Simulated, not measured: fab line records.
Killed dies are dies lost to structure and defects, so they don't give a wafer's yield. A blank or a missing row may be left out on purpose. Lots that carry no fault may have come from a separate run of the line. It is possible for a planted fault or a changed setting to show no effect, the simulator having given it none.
fab line records | flow nand_harc | part 1 of 2: steps 1 to 3 of 6
[record] lots = 22 | wafers = 66 | last_day = 33
route steps=1302 shown A_STAIRCASE@674
lots with no fault: from the same line, run without faults
start_h: start of the lot's first displayed wafer, in hours after the record's first day | wait_h: hours elapsed since this lot's preceding step | " same as the row above | L1.1+2: one row covering several wafers at once | - no value present, or no start provided | * or withheld: withheld | < > ~ a bound
route shown NAME@n: names a module that has steps shown in the file, with the first one's number in the route | usual: mean and standard deviation over wafers with no fault | same: alike in all rows | chamber/n: place in a boat | sites: the reading at each site | _std_site: standard deviation across them | _edge_site: mean of outer sites minus mean of inner sites | radius_mm: for every site, how far away it sits from the centre of the wafer | mask NAME#n: copy n | behind: the last tool/chamber to shape the wafer | hold: why the lot was held/for how many hours/how that ended | device: transistor that didn't switch, given as n, p or np | end of line: the tests these same wafers got at the end of their route | where a step has no rows: the recipe by itself | killed: count of dies lost to structure and defects at first sort (not the wafer's yield) | map: dies across one wafer; x = killed, . = not, _ = none there
set.NAME: the run value of the setting; set.NAME@STEP: its run value at that earlier step | model.NAME: the simulator's own value behind a step, which no gauge read
the route's steps for a sample of lots (tables are steps, rows are wafers)
services: a tool's chamber out of use, with start hour (start_h, from the record's first day; less than 0 if before it), hours out, and reason
[[steps]]
[step NHARC_A_STAIRCASE_TRIM_18]
[recipe] time_s = 211.2 | o2_flow_sccm = 500 | ar_flow_sccm = 0 | bias_w = 0 | chemistry = O2
[usual] drypump_motor_current_A = 5.7/0.35 | oes_product_au = 0.999/0.011 | rf_vpp_V = 57.8/0.87 | showerhead_plenum_p_Torr = 3.57/0.13 | throttle_valve_pct = 17.038/0.0084
[same] time_s = 211.2
lot.wafer | tool        | chamber | start_h | wait_h | drypump_motor_current_A | oes_product_au | rf_hours_counter_h | rf_vpp_V | showerhead_plenum_p_Torr | throttle_valve_pct
L074.1    | rie_diel-06 | 2       | -       | -      | 6.3                     | 1.000          | 13                 | 56.4     | 3.56                     | 17.032
L074.6    | "           | 3       | "       | "      | 5.3                     | 1.015          | -                  | 57.8     | 3.53                     | 17.035
L074.5    | "           | 0       | "       | "      | 5.3                     | 1.009          | -                  | 57.9     | 3.41                     | 17.032
L075.2    | rie_diel-01 | 1       | -       | -      | 6.0                     | 0.976          | 48                 | 57.1     | 3.57                     | 17.047
L075.4    | "           | 2       | "       | "      | 5.5                     | 0.984          | 43                 | 58.0     | 3.50                     | 17.030
L075.5    | "           | 3       | "       | "      | 6.1                     | 1.008          | -                  | 58.1     | 3.75                     | 17.040
L076.1    | rie_diel-06 | 2       | -       | -      | 6.3                     | 0.982          | 17                 | 58.0     | 3.55                     | 17.040
L076.4    | "           | 3       | "       | "      | 5.3                     | 1.010          | 12                 | 58.6     | 3.52                     | 17.047
L076.2    | "           | 1       | "       | "      | 5.6                     | 0.992          | 19                 | 59.0     | 3.28                     | 17.028
L077.3    | rie_diel-13 | 0       | -       | -      | 5.3                     | 1.003          | 12                 | 57.3     | 3.60                     | 17.028
L077.4    | "           | 2       | "       | "      | 5.6                     | 1.008          | 11                 | 57.8     | 3.56                     | 17.040
L077.5    | "           | 0       | "       | "      | 5.3                     | 0.989          | -                  | 56.4     | 3.60                     | 17.041
L078.1    | rie_diel-01 | 3       | -       | -      | 6.1                     | 1.000          | 1                  | 57.8     | 3.74                     | 17.028
L078.3    | "           | 0       | "       | "      | 5.4                     | 0.998          | 1                  | 57.4     | 3.78                     | 17.032
L078.4    | "           | 1       | "       | "      | 6.0                     | 0.992          | 1                  | 56.5     | 3.56                     | 17.047
L079.2    | rie_diel-06 | 1       | -       | -      | 5.6                     | 0.982          | 31                 | 56.1     | 3.28                     | 17.048
L079.3    | "           | 2       | "       | "      | 6.2                     | 0.967          | 30                 | 58.1     | 3.55                     | 17.041
L079.1    | "           | 0       | "       | "      | 5.3                     | 0.997          | 32                 | 57.7     | 3.40                     | 17.037
L080.2    | rie_diel-01 | 2       | -       | -      | 5.5                     | 0.988          | 7                  | 58.4     | 3.49                     | 17.038
L080.3    | "           | 3       | "       | "      | 6.1                     | 0.998          | 7                  | 60.2     | 3.74                     | 17.030
L080.5    | "           | 1       | "       | "      | 6.0                     | 0.986          | -                  | 58.3     | 3.56                     | 17.038
L081.3    | rie_diel-13 | 2       | -       | -      | 5.6                     | 1.015          | 27                 | 58.2     | 3.55                     | 17.051
L081.6    | "           | 0       | "       | "      | 5.3                     | 0.990          | -                  | 57.2     | 3.59                     | 17.035
L081.5    | "           | 1       | "       | "      | 5.9                     | 1.008          | -                  | 57.1     | 3.73                     | 17.040
L083.2    | rie_diel-13 | 3       | -       | -      | 5.9                     | 1.022          | 37                 | 57.6     | 3.56                     | 17.040
L083.3    | "           | 0       | "       | "      | 5.3                     | 0.994          | 34                 | 56.7     | 3.59                     | 17.038
L083.6    | "           | 0       | "       | "      | 5.3                     | 0.996          | -                  | 57.3     | 3.59                     | 17.050
L082.2    | rie_diel-06 | 2       | -       | -      | 6.3                     | 0.986          | 41                 | 57.7     | 3.54                     | 17.042
L082.4    | "           | 3       | "       | "      | 5.3                     | 1.004          | -                  | 56.9     | 3.51                     | 17.044
L082.5    | "           | 0       | "       | "      | 5.3                     | 1.005          | -                  | 58.4     | 3.39                     | 17.032
L084.3    | rie_diel-01 | 0       | -       | -      | 5.4                     | 0.989          | 20                 | 58.1     | 3.76                     | 17.036
L084.5    | "           | 2       | "       | "      | 5.5                     | 0.992          | -                  | 58.8     | 3.48                     | 17.041
L084.6    | "           | 3       | "       | "      | 6.1                     | 0.991          | -                  | 59.4     | 3.73                     | 17.015
L086.2    | rie_diel-06 | 3       | -       | -      | 5.3                     | 0.998          | 43                 | 57.2     | 3.51                     | 17.036
L086.6    | "           | 1       | "       | "      | 5.6                     | 1.002          | -                  | 57.1     | 3.27                     | 17.043
L086.5    | "           | 2       | "       | "      | 6.3                     | 0.983          | -                  | 57.2     | 3.54                     | 17.021
L087.3    | rie_diel-13 | 0       | -       | -      | 5.3                     | 0.989          | 47                 | 56.7     | 3.58                     | 17.039
L087.5    | "           | 2       | "       | "      | 5.6                     | 1.007          | -                  | 57.9     | 3.54                     | 17.028
L087.6    | "           | 3       | "       | "      | 5.9                     | 1.022          | -                  | 57.8     | 3.55                     | 17.043
L088.1    | rie_diel-13 | 2       | -       | -      | 5.5                     | 1.006          | 56                 | 56.8     | 3.54                     | 17.035
L088.3    | "           | 3       | "       | "      | 5.9                     | 1.007          | 58                 | 58.6     | 3.54                     | 17.043
L088.6    | "           | 0       | "       | "      | 5.3                     | 0.998          | -                  | 58.2     | 3.58                     | 17.040
L089.1    | rie_diel-06 | 3       | -       | -      | 5.3                     | 1.001          | 3                  | 60.2     | 3.50                     | 17.032
L089.4    | "           | 1       | "       | "      | 5.6                     | 0.993          | 3                  | 60.4     | 3.81                     | 17.033
L089.5    | "           | 0       | "       | "      | 5.3                     | 1.019          | -                  | 57.6     | 3.38                     | 17.044
L090.3    | rie_diel-06 | 3       | -       | -      | 5.3                     | 0.985          | 6                  | 57.6     | 3.50                     | 17.028
L090.2    | "           | 0       | "       | "      | 5.3                     | 1.002          | 6                  | 58.3     | 3.38                     | 17.027
L090.6    | "           | 3       | "       | "      | 5.3                     | 0.983          | -                  | 58.0     | 3.50                     | 17.039
L093.1    | rie_diel-13 | 2       | -       | -      | 5.6                     | 1.013          | 1                  | 57.4     | 3.53                     | 17.029
L093.6    | "           | 0       | "       | "      | 5.3                     | 0.999          | -                  | 57.5     | 3.58                     | 17.029
L093.5    | "           | 1       | "       | "      | 5.9                     | 0.994          | -                  | 56.5     | 3.72                     | 17.042
L091.3    | rie_diel-13 | 1       | -       | -      | 5.9                     | 0.993          | 2                  | 57.9     | 3.71                     | 17.031
L091.4    | "           | 2       | "       | "      | 5.5                     | 1.012          | 2                  | 57.2     | 3.53                     | 17.036
L091.5    | "           | 2       | "       | "      | 5.5                     | 1.011          | -                  | 57.8     | 3.53                     | 17.040
L092.1    | rie_diel-01 | 3       | -       | -      | 6.1                     | 1.001          | 49                 | 58.2     | 3.71                     | 17.029
L092.2    | "           | 1       | "       | "      | 6.0                     | 1.008          | 40                 | 56.9     | 3.54                     | 17.030
L092.5    | "           | 2       | "       | "      | 5.5                     | 1.005          | -                  | 59.7     | 3.47                     | 17.042
L094.1    | rie_diel-01 | 0       | -       | -      | 5.4                     | 0.996          | 55                 | 58.5     | 3.74                     | 17.023
L094.2    | "           | 1       | "       | "      | 6.0                     | 1.002          | 44                 | 58.7     | 3.54                     | 17.029
L094.5    | "           | 0       | "       | "      | 5.4                     | 0.996          | -                  | 58.8     | 3.74                     | 17.027
L096.2    | rie_diel-13 | 2       | -       | -      | 5.6                     | 1.006          | 14                 | 57.9     | 3.53                     | 17.030
L096.3    | "           | 3       | "       | "      | 5.9                     | 1.021          | 15                 | 57.1     | 3.53                     | 17.044
L096.4    | "           | 0       | "       | "      | 5.3                     | 0.987          | 14                 | 57.7     | 3.57                     | 17.050
L097.3    | rie_diel-01 | 0       | -       | -      | 5.4                     | 1.000          | 4                  | 57.2     | 3.74                     | 17.041
L097.2    | "           | 2       | "       | "      | 5.5                     | 0.981          | 5                  | 57.8     | 3.46                     | 17.038
L097.6    | "           | 0       | "       | "      | 5.4                     | 0.993          | -                  | 57.5     | 3.74                     | 17.040
[step NHARC_A_STAIRCASE_TRIM_20]
[recipe] time_s = 211.2 | o2_flow_sccm = 500 | ar_flow_sccm = 0 | bias_w = 0 | chemistry = O2
[usual] drypump_motor_current_A = 5.7/0.34 | oes_product_au = 0.999/0.01 | rf_vpp_V = 57.8/1 | showerhead_plenum_p_Torr = 3.57/0.13 | throttle_valve_pct = 17.037/0.0087
[same] time_s = 211.2
lot.wafer | tool        | chamber | start_h | wait_h | drypump_motor_current_A | oes_product_au | rf_hours_counter_h | rf_vpp_V | showerhead_plenum_p_Torr | throttle_valve_pct
L074.1    | rie_diel-13 | 0       | 353.93  | 0.1    | 5.3                     | 0.987          | 1                  | 58.2     | 3.61                     | 17.025
L074.6    | "           | 0       | "       | "      | 5.3                     | 0.991          | -                  | 58.1     | 3.61                     | 17.044
L074.5    | "           | 1       | "       | "      | 5.9                     | 1.003          | -                  | 57.6     | 3.75                     | 17.037
L075.4    | rie_diel-01 | 3       | 363.17  | 0.1    | 6.1                     | 0.996          | 45                 | 55.8     | 3.75                     | 17.038
L075.2    | "           | 0       | "       | "      | 5.4                     | 0.997          | 49                 | 57.9     | 3.78                     | 17.052
L075.5    | "           | 2       | "       | "      | 5.5                     | 0.979          | -                  | 57.1     | 3.50                     | 17.025
L076.1    | rie_diel-06 | 0       | 363.74  | 0.1    | 5.3                     | 1.000          | 17                 | 56.8     | 3.41                     | 17.031
L076.4    | "           | 1       | "       | "      | 5.6                     | 0.999          | 19                 | 57.4     | 3.28                     | 17.037
L076.2    | "           | 2       | "       | "      | 6.3                     | 0.984          | 17                 | 57.9     | 3.55                     | 17.045
L077.4    | rie_diel-13 | 1       | 383.74  | 0.1    | 5.9                     | 1.006          | 12                 | 57.4     | 3.74                     | 17.021
L077.3    | "           | 3       | "       | "      | 5.9                     | 1.017          | 12                 | 56.3     | 3.57                     | 17.042
L077.5    | "           | 0       | "       | "      | 5.3                     | 1.003          | -                  | 58.9     | 3.60                     | 17.044
L078.3    | rie_diel-13 | 1       | 391.05  | 0.1    | 5.9                     | 0.997          | 13                 | 58.3     | 3.74                     | 17.035
L078.1    | "           | 2       | "       | "      | 5.5                     | 1.007          | 14                 | 58.2     | 3.56                     | 17.039
L078.4    | "           | 0       | "       | "      | 5.3                     | 0.992          | 14                 | 58.1     | 3.60                     | 17.044
L079.2    | rie_diel-06 | 0       | 410.06  | 0.1    | 5.3                     | 1.000          | 32                 | 58.6     | 3.40                     | 17.044
L079.3    | "           | 1       | "       | "      | 5.6                     | 0.996          | 31                 | 59.0     | 3.28                     | 17.046
L079.1    | "           | 2       | "       | "      | 6.3                     | 0.990          | 30                 | 57.5     | 3.55                     | 17.040
L080.2    | rie_diel-13 | 2       | 410.34  | 0.1    | 5.5                     | 1.013          | 23                 | 59.8     | 3.55                     | 17.036
L080.3    | "           | 0       | "       | "      | 5.3                     | 0.980          | 23                 | 57.0     | 3.60                     | 17.045
L080.5    | "           | 2       | "       | "      | 5.6                     | 1.020          | -                  | 57.7     | 3.55                     | 17.042
L081.3    | rie_diel-06 | 1       | 431.40  | 0.1    | 5.6                     | 0.995          | 37                 | 57.8     | 3.28                     | 17.033
L081.6    | "           | 2       | "       | "      | 6.3                     | 0.990          | -                  | 58.2     | 3.54                     | 17.043
L081.5    | "           | 1       | "       | "      | 5.5                     | 1.007          | -                  | 55.9     | 3.28                     | 17.040
L083.3    | rie_diel-01 | 2       | 447.45  | 0.1    | 5.5                     | 0.989          | 17                 | 57.8     | 3.49                     | 17.035
L083.2    | "           | 0       | "       | "      | 5.4                     | 0.995          | 15                 | 59.1     | 3.77                     | 17.029
L083.6    | "           | 1       | "       | "      | 6.0                     | 0.988          | -                  | 57.3     | 3.55                     | 17.045
L082.2    | rie_diel-01 | 3       | 447.76  | 0.1    | 6.1                     | 0.984          | 15                 | 56.8     | 3.73                     | 17.039
L082.4    | "           | 0       | "       | "      | 5.4                     | 0.993          | 16                 | 58.8     | 3.77                     | 17.040
L082.5    | "           | 3       | "       | "      | 6.1                     | 0.995          | -                  | 59.0     | 3.73                     | 17.032
L084.3    | rie_diel-06 | 0       | 460.87  | 0.1    | 5.3                     | 1.001          | 46                 | 58.0     | 3.39                     | 17.033
L084.5    | "           | 1       | "       | "      | 5.6                     | 1.001          | -                  | 56.6     | 3.27                     | 17.044
L084.6    | "           | 2       | "       | "      | 6.3                     | 0.990          | -                  | 56.8     | 3.54                     | 17.041
L086.2    | rie_diel-13 | 3       | 467.51  | 0.1    | 5.9                     | 1.011          | 45                 | 59.0     | 3.55                     | 17.046
L086.5    | "           | 2       | "       | "      | 5.5                     | 1.009          | -                  | 57.0     | 3.54                     | 17.030
L086.6    | "           | 3       | "       | "      | 5.9                     | 1.016          | -                  | 59.3     | 3.55                     | 17.021
L087.3    | rie_diel-13 | 0       | 476.73  | 0.1    | 5.2                     | 1.005          | 47                 | 58.3     | 3.58                     | 17.032
L087.6    | "           | 0       | "       | "      | 5.3                     | 0.991          | -                  | 57.6     | 3.58                     | 17.036
L087.5    | "           | 1       | "       | "      | 5.9                     | 1.004          | -                  | 58.2     | 3.72                     | 17.032
L088.3    | rie_diel-13 | 1       | 502.70  | 0.1    | 5.9                     | 0.992          | 55                 | 57.7     | 3.72                     | 17.066
L088.1    | "           | 2       | "       | "      | 5.5                     | 1.008          | 56                 | 57.1     | 3.54                     | 17.015
L088.6    | "           | 0       | "       | "      | 5.3                     | 1.003          | -                  | 57.0     | 3.58                     | 17.033
L089.1    | rie_diel-06 | 0       | 503.05  | 0.1    | 5.3                     | 1.002          | 3                  | 57.4     | 3.38                     | 17.044
L089.4    | "           | 1       | "       | "      | 5.6                     | 1.003          | 3                  | 60.8     | 3.81                     | 17.048
L089.5    | "           | 3       | "       | "      | 5.3                     | 0.993          | -                  | 56.9     | 3.50                     | 17.035
L090.3    | rie_diel-13 | 1       | 514.70  | 0.1    | 5.9                     | 0.996          | 58                 | 58.6     | 3.72                     | 17.042
L090.2    | "           | 2       | "       | "      | 5.6                     | 1.013          | 58                 | 58.4     | 3.53                     | 17.042
L090.6    | "           | 1       | "       | "      | 5.9                     | 0.999          | -                  | 58.9     | 3.72                     | 17.032
L093.1    | rie_diel-13 | 2       | 531.03  | 0.1    | 5.6                     | 1.021          | 1                  | 59.0     | 3.53                     | 17.036
L093.6    | "           | 1       | "       | "      | 5.9                     | 1.006          | -                  | 59.2     | 3.72                     | 17.042
L093.5    | "           | 2       | "       | "      | 5.5                     | 1.018          | -                  | 57.7     | 3.53                     | 17.020
L091.3    | rie_diel-13 | 1       | 532.86  | 0.1    | 5.9                     | 1.002          | 2                  | 56.9     | 3.71                     | 17.048
L091.4    | "           | 3       | "       | "      | 5.9                     | 1.011          | 2                  | 57.5     | 3.54                     | 17.042
L091.5    | "           | 1       | "       | "      | 5.9                     | 0.993          | -                  | 57.8     | 3.71                     | 17.034
L092.1    | rie_diel-06 | 1       | 533.61  | 0.1    | 5.6                     | 1.002          | 14                 | 57.1     | 3.80                     | 17.047
L092.2    | "           | 2       | "       | "      | 6.3                     | 0.992          | 12                 | 57.6     | 3.53                     | 17.032
L092.5    | "           | 0       | "       | "      | 5.3                     | 1.007          | -                  | 56.8     | 3.38                     | 17.040
L094.2    | rie_diel-01 | 0       | 544.19  | 0.1    | 5.4                     | 0.985          | 55                 | 58.7     | 3.74                     | 17.031
L094.1    | "           | 1       | "       | "      | 6.0                     | 0.991          | 45                 | 56.8     | 3.54                     | 17.022
L094.5    | "           | 0       | "       | "      | 5.4                     | 1.002          | -                  | 59.0     | 3.74                     | 17.038
L096.4    | rie_diel-13 | 0       | 566.60  | 0.1    | 5.3                     | 0.991          | 14                 | 57.4     | 3.57                     | 17.032
L096.3    | "           | 1       | "       | "      | 5.9                     | 0.993          | 13                 | 58.9     | 3.71                     | 17.026
L096.2    | "           | 2       | "       | "      | 5.5                     | 0.999          | 14                 | 57.9     | 3.53                     | 17.039
L097.3    | rie_diel-06 | 3       | 577.90  | 0.1    | 5.3                     | 0.985          | 30                 | 58.0     | 3.49                     | 17.034
L097.2    | "           | 0       | "       | "      | 5.3                     | 1.011          | 32                 | 56.8     | 3.37                     | 17.028
L097.6    | "           | 2       | "       | "      | 6.2                     | 0.989          | -                  | 57.3     | 3.52                     | 17.036
[step NHARC_A_STAIRCASE_DESCUM_186]
[recipe] time_s = 3 | o2_flow_sccm = 200 | ar_flow_sccm = 0 | bias_power_w = 0 | chemistry = O2
[usual] drypump_motor_current_A = 5.7/0.33 | oes_product_au = 0.999/0.01 | rf_vpp_V = 57.9/0.84 | showerhead_plenum_p_Torr = 1.95/0.07 | throttle_valve_pct = 11.313/0.0086
[same] time_s = 3
lot.wafer | tool        | chamber | start_h | wait_h | drypump_motor_current_A | oes_product_au | rf_hours_counter_h | rf_vpp_V | showerhead_plenum_p_Torr | throttle_valve_pct
L074.1    | rie_diel-01 | 1       | 356.55  | -      | 6.0                     | 0.973          | 46                 | 58.2     | 1.94                     | 11.316
L074.6    | "           | 1       | "       | "      | 6.0                     | 0.993          | -                  | 57.6     | 1.94                     | 11.306
L074.5    | "           | 2       | "       | "      | 5.5                     | 0.983          | -                  | 58.6     | 1.90                     | 11.330
L075.2    | rie_diel-13 | 1       | 365.77  | -      | 5.9                     | 0.996          | 5                  | 58.6     | 2.04                     | 11.306
L075.4    | "           | 2       | "       | "      | 5.5                     | 0.993          | 5                  | 58.7     | 1.93                     | 11.321
L075.5    | "           | 1       | "       | "      | 5.9                     | 1.002          | -                  | 58.2     | 2.04                     | 11.308
L076.1    | rie_diel-13 | 3       | 366.22  | -      | 5.9                     | 1.012          | 5                  | 59.8     | 1.94                     | 11.304
L076.2    | "           | 0       | "       | "      | 5.2                     | 0.996          | 5                  | 57.2     | 1.96                     | 11.300
L076.4    | "           | 1       | "       | "      | 5.9                     | 1.005          | 5                  | 59.6     | 2.04                     | 11.307
L077.3    | rie_diel-13 | 2       | 386.16  | -      | 5.5                     | 0.991          | 12                 | 57.9     | 1.93                     | 11.305
L077.4    | "           | 3       | "       | "      | 5.9                     | 0.992          | 12                 | 57.9     | 1.94                     | 11.307
L077.5    | "           | 3       | "       | "      | 5.9                     | 1.017          | -                  | 56.8     | 1.94                     | 11.320
L078.4    | rie_diel-01 | 0       | 393.63  | -      | 5.4                     | 0.994          | 1                  | 58.7     | 2.06                     | 11.305
L078.1    | "           | 1       | "       | "      | 6.0                     | 1.001          | 1                  | 58.2     | 1.93                     | 11.321
L078.3    | "           | 2       | "       | "      | 5.5                     | 0.994          | 1                  | 57.5     | 1.89                     | 11.290
L079.2    | rie_diel-06 | 0       | 412.71  | -      | 5.2                     | 0.998          | 33                 | 57.9     | 1.84                     | 11.290
L079.1    | "           | 1       | "       | "      | 5.6                     | 0.998          | 32                 | 57.3     | 1.77                     | 11.316
L079.3    | "           | 2       | "       | "      | 6.3                     | 0.989          | 30                 | 58.1     | 1.92                     | 11.308
L080.3    | rie_diel-13 | 3       | 412.94  | -      | 5.9                     | 1.012          | 25                 | 57.0     | 1.93                     | 11.307
L080.2    | "           | 1       | "       | "      | 5.9                     | 1.012          | 23                 | 57.9     | 2.03                     | 11.322
L080.5    | "           | 3       | "       | "      | 5.9                     | 1.012          | -                  | 57.3     | 1.93                     | 11.321
L081.3    | rie_diel-01 | 2       | 434.09  | -      | 5.5                     | 0.996          | 11                 | 58.1     | 1.89                     | 11.311
L081.6    | "           | 1       | "       | "      | 6.0                     | 0.990          | -                  | 56.9     | 1.93                     | 11.309
L081.5    | "           | 2       | "       | "      | 5.5                     | 0.999          | -                  | 56.8     | 1.89                     | 11.314
L083.3    | rie_diel-01 | 3       | 450.29  | -      | 6.1                     | 0.997          | 16                 | 58.8     | 2.03                     | 11.322
L083.2    | "           | 2       | "       | "      | 5.5                     | 0.991          | 18                 | 57.1     | 1.89                     | 11.303
L083.6    | "           | 0       | "       | "      | 5.4                     | 1.008          | -                  | 59.9     | 2.05                     | 11.307
L082.2    | rie_diel-06 | 3       | 450.50  | -      | 5.3                     | 1.000          | 38                 | 56.6     | 1.90                     | 11.321
L082.5    | "           | 0       | "       | "      | 5.3                     | 0.992          | -                  | 56.5     | 1.83                     | 11.303
L082.4    | "           | 3       | "       | "      | 5.3                     | 1.002          | -                  | 57.1     | 1.90                     | 11.318
L084.3    | rie_diel-13 | 3       | 463.41  | -      | 5.9                     | 0.996          | 43                 | 58.3     | 1.93                     | 11.310
L084.6    | "           | 2       | "       | "      | 5.5                     | 1.001          | -                  | 59.1     | 1.92                     | 11.304
L084.5    | "           | 3       | "       | "      | 5.9                     | 1.014          | -                  | 57.4     | 1.93                     | 11.321
L086.2    | rie_diel-06 | 1       | 470.15  | -      | 5.6                     | 0.994          | 47                 | 56.9     | 1.76                     | 11.295
L086.5    | "           | 1       | "       | "      | 5.6                     | 0.985          | -                  | 56.4     | 1.76                     | 11.329
L086.6    | "           | 2       | "       | "      | 6.3                     | 0.977          | -                  | 58.6     | 1.92                     | 11.315
L087.3    | rie_diel-01 | 0       | 479.58  | -      | 5.4                     | 0.999          | 27                 | 57.2     | 2.05                     | 11.304
L087.6    | "           | 0       | "       | "      | 5.4                     | 0.998          | -                  | 57.9     | 2.05                     | 11.298
L087.5    | "           | 3       | "       | "      | 6.1                     | 0.986          | -                  | 59.0     | 2.03                     | 11.314
L088.3    | rie_diel-06 | 3       | 505.13  | -      | 5.3                     | 0.995          | 3                  | 57.5     | 1.90                     | 11.322
L088.1    | "           | 0       | "       | "      | 5.3                     | 1.009          | 4                  | 57.1     | 1.83                     | 11.324
L088.6    | "           | 3       | "       | "      | 5.3                     | 0.995          | -                  | 57.0     | 1.90                     | 11.305
L089.4    | rie_diel-13 | 3       | 505.61  | -      | 5.9                     | 1.023          | 59                 | 57.7     | 1.92                     | 11.301
L089.1    | "           | 2       | "       | "      | 5.5                     | 1.013          | 56                 | 57.6     | 1.92                     | 11.304
L089.5    | "           | 3       | "       | "      | 5.9                     | 1.001          | -                  | 58.2     | 1.92                     | 11.300
L090.3    | rie_diel-06 | 2       | 517.37  | -      | 6.2                     | 0.999          | 5                  | 57.6     | 1.91                     | 11.302
L090.2    | "           | 0       | "       | "      | 5.2                     | 1.016          | 7                  | 57.8     | 1.83                     | 11.313
L090.6    | "           | 3       | "       | "      | 5.3                     | 0.996          | -                  | 58.6     | 1.90                     | 11.312
L093.1    | rie_diel-13 | 1       | 533.87  | -      | 5.9                     | 0.989          | 3                  | 59.6     | 2.02                     | 11.319
L093.6    | "           | 2       | "       | "      | 5.5                     | 1.018          | -                  | 57.7     | 1.92                     | 11.304
L093.5    | "           | 3       | "       | "      | 5.9                     | 1.014          | -                  | 58.0     | 1.92                     | 11.313
L091.4    | rie_diel-06 | 1       | 535.32  | -      | 5.6                     | 0.995          | 15                 | 57.2     | 2.07                     | 11.314
L091.3    | "           | 2       | "       | "      | 6.3                     | 0.992          | 13                 | 58.0     | 1.91                     | 11.312
L091.5    | "           | 1       | "       | "      | 5.6                     | 0.998          | -                  | 57.2     | 2.07                     | 11.317
L092.1    | rie_diel-13 | 0       | 536.33  | -      | 5.2                     | 0.996          | 4                  | 57.2     | 1.94                     | 11.322
L092.2    | "           | 1       | "       | "      | 5.9                     | 0.994          | 4                  | 58.5     | 2.02                     | 11.309
L092.5    | "           | 0       | "       | "      | 5.3                     | 0.993          | -                  | 56.5     | 1.94                     | 11.308
L094.1    | rie_diel-13 | 3       | 546.66  | -      | 5.9                     | 1.022          | 9                  | 57.8     | 1.92                     | 11.305
L094.2    | "           | 0       | "       | "      | 5.3                     | 0.994          | 7                  | 58.0     | 1.94                     | 11.309
L094.5    | "           | 0       | "       | "      | 5.3                     | 0.992          | -                  | 58.4     | 1.94                     | 11.308
L096.4    | rie_diel-01 | 3       | 569.17  | -      | 6.1                     | 0.988          | 0                  | 56.8     | 2.02                     | 11.311
L096.3    | "           | 1       | "       | "      | 6.0                     | 1.001          | 0                  | 56.5     | 1.92                     | 11.319
L096.2    | "           | 2       | "       | "      | 5.5                     | 0.993          | 0                  | 55.3     | 1.87                     | 11.314
L097.2    | rie_diel-01 | 3       | 580.46  | -      | 6.1                     | 0.991          | 4                  | 56.5     | 2.02                     | 11.332
L097.3    | "           | 0       | "       | "      | 5.4                     | 0.992          | 4                  | 58.2     | 2.04                     | 11.321
L097.6    | "           | 0       | "       | "      | 5.4                     | 0.997          | -                  | 57.7     | 2.04                     | 11.340
